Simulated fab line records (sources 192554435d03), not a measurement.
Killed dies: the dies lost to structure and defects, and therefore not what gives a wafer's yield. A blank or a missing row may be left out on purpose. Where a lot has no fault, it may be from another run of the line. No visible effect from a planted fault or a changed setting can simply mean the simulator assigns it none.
Which tool was responsible? || flow n5 finfet || 30 wafers from 10 lots sampled at 4 of the route's 1938 steps

WHAT THE GAUGES SHOWED, per wafer
The record lacks any reading of a measuring or inspecting step that a usual standard deviation could be used to judge.

WHAT TOOL EACH LOT RAN ON (gives the tool, then ch and the chambers of the sampled wafers, and finally the start)
{"lot": "L728", "N5_BEOL_M8_ILD_DEP_00": "pecvd-01 ch 0,1,2, day 8 17:26", "N5_BEOL_M8_HM_OPEN_17": "rie metal-01 ch 0, day 8 20:45", "N5_BEOL_M8_COAT_22": "litho track-05 ch 0, day 8 23:20", "N5_BEOL_M8_ETCH_72": "rie diel-02 ch 1,2,3, day 8 23:45"}
{"lot": "L732", "N5_BEOL_M8_ILD_DEP_00": "pecvd-01 ch 0,1,2, day 9 13:47", "N5_BEOL_M8_HM_OPEN_17": "rie metal-01 ch 0,1, day 9 16:43", "N5_BEOL_M8_COAT_22": "litho track-03 ch 0, day 9 17:40", "N5_BEOL_M8_ETCH_72": "rie diel-06 ch 1,2, day 9 18:05"}
{"lot": "L731", "N5_BEOL_M8_ILD_DEP_00": "pecvd-02 ch 0,2, day 9 18:31", "N5_BEOL_M8_HM_OPEN_17": "rie metal-02 ch 0,1, day 9 20:11", "N5_BEOL_M8_COAT_22": "litho track-03 ch 0, day 9 20:59", "N5_BEOL_M8_ETCH_72": "rie diel-02 ch 0,2,3, day 9 21:32"}
{"lot": "L730", "N5_BEOL_M8_ILD_DEP_00": "pecvd-02 ch 0,1,2, day 9 20:08", "N5_BEOL_M8_HM_OPEN_17": "rie metal-03 ch 0,1, day 9 22:56", "N5_BEOL_M8_COAT_22": "litho track-03 ch 0, day 10 00:25", "N5_BEOL_M8_ETCH_72": "rie diel-01 ch 0,1,3, day 10 01:00"}
{"lot": "L734", "N5_BEOL_M8_ILD_DEP_00": "pecvd-02 ch 1,2, day 10 08:20", "N5_BEOL_M8_HM_OPEN_17": "rie metal-02 ch 1, day 10 13:02", "N5_BEOL_M8_COAT_22": "litho track-05 ch 0, day 10 13:22", "N5_BEOL_M8_ETCH_72": "rie diel-01 ch 0,3, day 10 15:35"}
{"lot": "L738", "N5_BEOL_M8_ILD_DEP_00": "pecvd-02 ch 0,1,2, day 11 04:58", "N5_BEOL_M8_HM_OPEN_17": "rie metal-01 ch 0,1, day 11 07:35", "N5_BEOL_M8_COAT_22": "litho track-03 ch 0, day 11 09:21", "N5_BEOL_M8_ETCH_72": "rie diel-01 ch 0,1,2, day 11 09:54"}
{"lot": "L740", "N5_BEOL_M8_ILD_DEP_00": "pecvd-01 ch 1,2, day 12 06:18", "N5_BEOL_M8_HM_OPEN_17": "rie metal-03 ch 0,1, day 12 08:53", "N5_BEOL_M8_COAT_22": "litho track-01 ch 0, day 12 09:50", "N5_BEOL_M8_ETCH_72": "rie diel-01 ch 1,2, day 12 10:22"}
{"lot": "L744", "N5_BEOL_M8_ILD_DEP_00": "pecvd-01 ch 0,1,2, day 13 03:20", "N5_BEOL_M8_HM_OPEN_17": "rie metal-01 ch 0,1, day 13 06:19", "N5_BEOL_M8_COAT_22": "litho track-01 ch 0, day 13 11:03", "N5_BEOL_M8_ETCH_72": "rie diel-02 ch 2,3, day 13 11:36"}
{"lot": "L748", "N5_BEOL_M8_ILD_DEP_00": "pecvd-02 ch 0,1, day 14 10:05", "N5_BEOL_M8_HM_OPEN_17": "rie metal-02 ch 1, day 14 15:47", "N5_BEOL_M8_COAT_22": "litho track-03 ch 0, day 14 16:08", "N5_BEOL_M8_ETCH_72": "rie diel-01 ch 0,1,2, day 14 16:56"}
{"lot": "L751", "N5_BEOL_M8_ILD_DEP_00": "pecvd-03 ch 0,1,2, day 15 05:56", "N5_BEOL_M8_HM_OPEN_17": "rie metal-02 ch 1, day 15 08:19", "N5_BEOL_M8_COAT_22": "litho track-03 ch 0, day 15 08:36", "N5_BEOL_M8_ETCH_72": "rie diel-01 ch 0,1, day 15 09:16"}
- N5_BEOL_M8_ILD_DEP_00: deposits SiCOH lowk from DEMS/porogen, target thk 179.75 nm, time 33.4 s.
- N5_BEOL_M8_HM_OPEN_17: chemistry Cl2/BCl3, target TiN, target depth 20 nm, overetch 6 nm.
- N5_BEOL_M8_COAT_22: resist thk 30 nm.
- N5_BEOL_M8_ETCH_72: etches underlayer in N2/H2, target depth 6.5 nm, time 5.2 s.

AS READ BY THE TOOLS THEMSELVES (means over the sampled wafers that have a number; for cases with no such wafer, the mark the record gives instead)
N5_BEOL_M8_ILD_DEP_00. Usual: heater power w 319 W, standard deviation 38; rf fwd power W 495.5 W, standard deviation 1.9; showerhead plenum p Torr 5.742 Torr, standard deviation 0.014; showerhead vpp V 1380 V, standard deviation 96; throttle valve pct 14.2 %, standard deviation 0.68.
{"lot": "L728", "tool": "pecvd-01", "heater power w (W)": 321, "rf fwd power W (W)": 496.2, "showerhead plenum p Torr (Torr)": 5.733, "showerhead vpp V (V)": 1352, "throttle valve pct (%)": 13.9, "flag": ""}
{"lot": "L732", "tool": "pecvd-01", "heater power w (W)": 306, "rf fwd power W (W)": 496.5, "showerhead plenum p Torr (Torr)": 5.734, "showerhead vpp V (V)": 1352, "throttle valve pct (%)": 13.8, "flag": ""}
{"lot": "L731", "tool": "pecvd-02", "heater power w (W)": 326, "rf fwd power W (W)": 495.4, "showerhead plenum p Torr (Torr)": 5.731, "showerhead vpp V (V)": 1470, "throttle valve pct (%)": 14.2, "flag": ""}
{"lot": "L730", "tool": "pecvd-02", "heater power w (W)": 322, "rf fwd power W (W)": 496.9, "showerhead plenum p Torr (Torr)": 5.732, "showerhead vpp V (V)": 1423, "throttle valve pct (%)": 13.9, "flag": ""}
{"lot": "L734", "tool": "pecvd-02", "heater power w (W)": 298, "rf fwd power W (W)": 494.1, "showerhead plenum p Torr (Torr)": 5.737, "showerhead vpp V (V)": 1359, "throttle valve pct (%)": 13.6, "flag": ""}
{"lot": "L738", "tool": "pecvd-02", "heater power w (W)": 321, "rf fwd power W (W)": 496.8, "showerhead plenum p Torr (Torr)": 5.741, "showerhead vpp V (V)": 1426, "throttle valve pct (%)": 14.2, "flag": ""}
{"lot": "L740", "tool": "pecvd-01", "heater power w (W)": 328, "rf fwd power W (W)": 496.4, "showerhead plenum p Torr (Torr)": 5.730, "showerhead vpp V (V)": 1391, "throttle valve pct (%)": 13.6, "flag": ""}
{"lot": "L744", "tool": "pecvd-01", "heater power w (W)": 312, "rf fwd power W (W)": 498.1, "showerhead plenum p Torr (Torr)": 5.738, "showerhead vpp V (V)": 1353, "throttle valve pct (%)": 13.9, "flag": ""}
{"lot": "L748", "tool": "pecvd-02", "heater power w (W)": 359, "rf fwd power W (W)": 495.5, "showerhead plenum p Torr (Torr)": 5.733, "showerhead vpp V (V)": 1478, "throttle valve pct (%)": 14.5, "flag": ""}
{"lot": "L751", "tool": "pecvd-03", "heater power w (W)": 296, "rf fwd power W (W)": 495.8, "showerhead plenum p Torr (Torr)": 5.752, "showerhead vpp V (V)": 1338, "throttle valve pct (%)": 14.4, "flag": ""}

N5_BEOL_M8_HM_OPEN_17. Usual: drypump motor current A 5.5 A, standard deviation 0.47; mfc ar sccm 25.01 sccm, standard deviation 0.079; oes product au 0.67 a.u., standard deviation 0.087; rf fwd power W 992 W, standard deviation 4; throttle valve pct 22.18 %, standard deviation 0.23.
{"lot": "L728", "tool": "rie metal-01", "drypump motor current A (A)": 5.9, "mfc ar sccm (sccm)": 25.15, "oes product au (a.u.)": 0.69, "rf fwd power W (W)": 991, "throttle valve pct (%)": 22.34, "flag": ""}
{"lot": "L732", "tool": "rie metal-01", "drypump motor current A (A)": 5.4, "mfc ar sccm (sccm)": 24.97, "oes product au (a.u.)": 0.72, "rf fwd power W (W)": 993, "throttle valve pct (%)": 22.23, "flag": ""}
{"lot": "L731", "tool": "rie metal-02", "drypump motor current A (A)": 5.5, "mfc ar sccm (sccm)": 25.06, "oes product au (a.u.)": 0.54, "rf fwd power W (W)": 988, "throttle valve pct (%)": 22.44, "flag": ""}
{"lot": "L730", "tool": "rie metal-03", "drypump motor current A (A)": 5.9, "mfc ar sccm (sccm)": 24.98, "oes product au (a.u.)": 0.73, "rf fwd power W (W)": 992, "throttle valve pct (%)": 21.76, "flag": ""}
{"lot": "L734", "tool": "rie metal-02", "drypump motor current A (A)": 5.6, "mfc ar sccm (sccm)": 25.12, "oes product au (a.u.)": 0.53, "rf fwd power W (W)": 987, "throttle valve pct (%)": 22.27, "flag": ""}
{"lot": "L738", "tool": "rie metal-01", "drypump motor current A (A)": 5.6, "mfc ar sccm (sccm)": 24.97, "oes product au (a.u.)": 0.68, "rf fwd power W (W)": 992, "throttle valve pct (%)": 22.31, "flag": ""}
{"lot": "L740", "tool": "rie metal-03", "drypump motor current A (A)": 5.9, "mfc ar sccm (sccm)": 25.00, "oes product au (a.u.)": 0.71, "rf fwd power W (W)": 995, "throttle valve pct (%)": 21.77, "flag": ""}
{"lot": "L744", "tool": "rie metal-01", "drypump motor current A (A)": 5.6, "mfc ar sccm (sccm)": 24.97, "oes product au (a.u.)": 0.67, "rf fwd power W (W)": 991, "throttle valve pct (%)": 22.32, "flag": ""}
{"lot": "L748", "tool": "rie metal-02", "drypump motor current A (A)": 5.6, "mfc ar sccm (sccm)": 24.95, "oes product au (a.u.)": 0.83, "rf fwd power W (W)": 988, "throttle valve pct (%)": 22.17, "flag": ""}
{"lot": "L751", "tool": "rie metal-02", "drypump motor current A (A)": 5.6, "mfc ar sccm (sccm)": 25.06, "oes product au (a.u.)": 0.81, "rf fwd power W (W)": 992, "throttle valve pct (%)": 22.19, "flag": ""}

N5_BEOL_M8_COAT_22. Usual: resist line temp C 23.01 C, standard deviation 0.095; spin speed rpm 1500.1 rpm, standard deviation 0.96.
{"lot": "L728", "tool": "litho track-05", "resist line temp C (C)": 22.94, "spin speed rpm (rpm)": 1501.3, "flag": ""}
{"lot": "L732", "tool": "litho track-03", "resist line temp C (C)": 22.92, "spin speed rpm (rpm)": 1499.9, "flag": ""}
{"lot": "L731", "tool": "litho track-03", "resist line temp C (C)": 22.94, "spin speed rpm (rpm)": 1498.8, "flag": ""}
{"lot": "L730", "tool": "litho track-03", "resist line temp C (C)": 22.91, "spin speed rpm (rpm)": 1500.4, "flag": ""}
{"lot": "L734", "tool": "litho track-05", "resist line temp C (C)": 22.94, "spin speed rpm (rpm)": 1499.8, "flag": ""}
{"lot": "L738", "tool": "litho track-03", "resist line temp C (C)": 22.98, "spin speed rpm (rpm)": 1500.2, "flag": ""}
{"lot": "L740", "tool": "litho track-01", "resist line temp C (C)": 23.14, "spin speed rpm (rpm)": 1500.9, "flag": ""}
{"lot": "L744", "tool": "litho track-01", "resist line temp C (C)": 23.00, "spin speed rpm (rpm)": 1500.4, "flag": ""}
{"lot": "L748", "tool": "litho track-03", "resist line temp C (C)": 22.94, "spin speed rpm (rpm)": 1414.6, "flag": "OFF"}
{"lot": "L751", "tool": "litho track-03", "resist line temp C (C)": 23.10, "spin speed rpm (rpm)": 1413.9, "flag": "OFF"}

N5_BEOL_M8_ETCH_72. Usual: value, then standard deviation, for each; drypump motor current A 5.7 A / 0.51; etch rf on time s 5.15 s / 0.13; oes product au 0.69 a.u. / 0.067; rf fwd power W 818.9 W / 2.4; rf vpp V 523.6 V / 2.7; showerhead plenum p Torr 2.53 Torr / 0.092; throttle valve pct 17.86 % / 0.29.
{"lot": "L728", "tool": "rie diel-02", "drypump motor current A (A)": 6.1, "etch rf on time s (s)": 5.11, "oes product au (a.u.)": 0.75, "rf fwd power W (W)": 819.3, "rf vpp V (V)": 523.6, "showerhead plenum p Torr (Torr)": 2.51, "throttle valve pct (%)": 17.71, "flag": ""}
{"lot": "L732", "tool": "rie diel-06", "drypump motor current A (A)": 5.8, "etch rf on time s (s)": 5.07, "oes product au (a.u.)": 0.67, "rf fwd power W (W)": 821.0, "rf vpp V (V)": 525.1, "showerhead plenum p Torr (Torr)": 2.57, "throttle valve pct (%)": 18.12, "flag": ""}
{"lot": "L731", "tool": "rie diel-02", "drypump motor current A (A)": 5.8, "etch rf on time s (s)": 5.10, "oes product au (a.u.)": 0.77, "rf fwd power W (W)": 817.4, "rf vpp V (V)": 526.0, "showerhead plenum p Torr (Torr)": 2.59, "throttle valve pct (%)": 17.78, "flag": ""}
{"lot": "L730", "tool": "rie diel-01", "drypump motor current A (A)": 5.0, "etch rf on time s (s)": 5.30, "oes product au (a.u.)": 0.65, "rf fwd power W (W)": 821.5, "rf vpp V (V)": 522.0, "showerhead plenum p Torr (Torr)": 2.48, "throttle valve pct (%)": 17.98, "flag": ""}
{"lot": "L734", "tool": "rie diel-01", "drypump motor current A (A)": 4.9, "etch rf on time s (s)": 5.31, "oes product au (a.u.)": 0.65, "rf fwd power W (W)": 818.1, "rf vpp V (V)": 523.3, "showerhead plenum p Torr (Torr)": 2.50, "throttle valve pct (%)": 17.80, "flag": ""}
{"lot": "L738", "tool": "rie diel-01", "drypump motor current A (A)": 5.3, "etch rf on time s (s)": 5.22, "oes product au (a.u.)": 0.65, "rf fwd power W (W)": 816.5, "rf vpp V (V)": 522.8, "showerhead plenum p Torr (Torr)": 2.51, "throttle valve pct (%)": 18.00, "flag": ""}
{"lot": "L740", "tool": "rie diel-01", "drypump motor current A (A)": 5.4, "etch rf on time s (s)": 5.24, "oes product au (a.u.)": 0.65, "rf fwd power W (W)": 819.7, "rf vpp V (V)": 522.7, "showerhead plenum p Torr (Torr)": 2.48, "throttle valve pct (%)": 18.22, "flag": ""}
{"lot": "L744", "tool": "rie diel-02", "drypump motor current A (A)": 5.9, "etch rf on time s (s)": 5.09, "oes product au (a.u.)": 0.72, "rf fwd power W (W)": 818.9, "rf vpp V (V)": 525.3, "showerhead plenum p Torr (Torr)": 2.55, "throttle valve pct (%)": 17.81, "flag": ""}
{"lot": "L748", "tool": "rie diel-01", "drypump motor current A (A)": 5.3, "etch rf on time s (s)": 5.29, "oes product au (a.u.)": 0.71, "rf fwd power W (W)": 815.7, "rf vpp V (V)": 521.2, "showerhead plenum p Torr (Torr)": 2.50, "throttle valve pct (%)": 17.91, "flag": ""}
{"lot": "L751", "tool": "rie diel-01", "drypump motor current A (A)": 4.9, "etch rf on time s (s)": 5.26, "oes product au (a.u.)": 0.66, "rf fwd power W (W)": 820.9, "rf vpp V (V)": 520.6, "showerhead plenum p Torr (Torr)": 2.45, "throttle valve pct (%)": 18.20, "flag": ""}

THE ANSWER, worked out from the rows above alone
Rule: a lot is off if the mean of its wafers that have a number lies more than 3 standard deviations from the usual mean. Also off: a lot with no number at a reading for which 4 or more lots have one. All remaining lots with rows at the step are treated as sound. First the gauges in route order, then the tools' own readings, where a lot's mean is used as printed above. At the first step where some lot is off, the reading lying furthest off is the one used; lots without a number count as furthest.
Off: L748, L751, at N5_BEOL_M8_COAT_22 (spin speed rpm).
If a tool, at that step or one of the process steps before it, ran each lot that is off and ran no sound lot following the first of them, it fits. This does not decide it: 2 tools fit, namely rie metal-02 at N5_BEOL_M8_HM_OPEN_17 and litho track-03 at N5_BEOL_M8_COAT_22.

WHAT HAD BEEN PUT IN BY THE SIMULATOR
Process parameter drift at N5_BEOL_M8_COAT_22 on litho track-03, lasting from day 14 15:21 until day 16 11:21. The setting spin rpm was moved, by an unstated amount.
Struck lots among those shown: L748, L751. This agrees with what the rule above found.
